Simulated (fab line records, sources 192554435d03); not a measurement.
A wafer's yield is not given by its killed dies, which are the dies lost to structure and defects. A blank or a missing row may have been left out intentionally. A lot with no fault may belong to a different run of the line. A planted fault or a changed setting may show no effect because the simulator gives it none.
One fault seen from 2 desks -- flow n5-finfet -- each desk holds nothing but its own numbers, with what lay behind them at the end

== THE TOOL OWNER'S DESK: epi-rpcvd-01 ==
The tool's own readings at N5_SD_EPI_P_EPI_21 (deposits SiGe:B, time 355 s): means of the sampled wafers that have a number, for each lot that ran on this tool. If a lot's mean is further than 4 standard deviations from the usual mean, the lot is out of limits and carries the mark OUT (the distance appears in the brackets).
Columns: A = chamber-pressure-Torr at N5_SD_EPI_P_EPI_21, usual 20.00 Torr
lot,first seen here,A
L104,day 4 00:25,19.97
L106,day 4 16:32,19.95
L111,day 6 01:04,25.90 (+99 or more) OUT
L113,day 6 11:00,25.92 (+99 or more) OUT
This desk's finding: out of limits on L111, L113; first on L111, day 6 01:04 (chamber-pressure-Torr at N5_SD_EPI_P_EPI_21). Within limits: L104, L106.

== AT THE METROLOGY DESK ==
What the gauges read, lot by lot, whatever tool the lot ran on: means of the sampled wafers that have a number. If a lot's mean is further than 4 standard deviations from the usual mean, the lot is out of limits and carries the mark OUT (the distance appears in the brackets). Readings shown: 7 out of 15 (the first out of limits, and those lying furthest out on some lot).
Columns: A = thk-nm at N5_SD_EPI_P_EPI_MEAS_23, usual 61.0 nm; B = RS_SD_P at N5_SD_ACTIVATION_RS_MEAS_03, usual 56.2 ohm/sq; C = ION_P at N5_BEOL_M4_RC_MEAS_101, usual 465 uA/um; D = REXT_P at N5_BEOL_M4_RC_MEAS_101, usual 101.0 ohm.um; E = RS_SD_P at N5_BEOL_M4_RC_MEAS_101, usual 66.1 ohm/sq; F = SS_N at N5_BEOL_M4_RC_MEAS_101, usual 72.0 mV/dec; G = VT_P at N5_BEOL_M4_RC_MEAS_101, usual -249 mV
lot,first seen here,A,B,C,D,E,F,G
L104,day 4 02:37,61.5,57.6,458,107.1,66.8,71.4,-251
L105,day 4 09:56,61.3,55.3,471,103.3,65.1,72.1,-246
L106,day 4 18:22,60.0,56.2,460,99.8,66.4,70.2,-252
L111,day 6 03:32,68.1 (+5.9) OUT,47.7 (-9.4) OUT,488,94.0,56.1 (-10) OUT,72.2,-241
L113,day 6 13:55,67.1 (+5.1) OUT,47.0 (-10) OUT,461,91.9,55.7 (-11) OUT,71.4,-250
L115,day 6 21:30,60.7,56.2,464,102.9,65.8,71.8,-249
L120,day 8 06:35,61.0,55.4,464,95.6,64.8,71.9,-250
L121,day 8 10:40,61.4,55.6,464,100.7,65.9,72.5,-249
L123,day 8 22:33,61.3,56.3,463,99.3,66.2,72.0,-251
This desk's finding: out of limits on L111, L113; first on L111, day 6 03:32 (thk-nm at N5_SD_EPI_P_EPI_MEAS_23). Within limits: L104, L105, L106, L115, L120, L121, L123.

== TAKEN TOGETHER ==
At day 6 01:04, on L111, L113, the tool owner's desk was in a position to raise an alarm.
L111, L113 would have let the metrology desk raise an alarm at day 6 03:32.
On epi-rpcvd-01, each named lot ran N5_SD_EPI_P_EPI_21.

== WHAT THE SIMULATOR HAD INSERTED ==
Drift in process parameters on epi-rpcvd-01 at N5_SD_EPI_P_EPI_21, starting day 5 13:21. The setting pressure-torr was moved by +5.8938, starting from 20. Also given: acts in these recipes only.
Shown lots that were struck: L111, L113.
Time in hours from fault onset to the first out-of-limits reading at each desk: tool owner's desk 12, metrology desk 14.
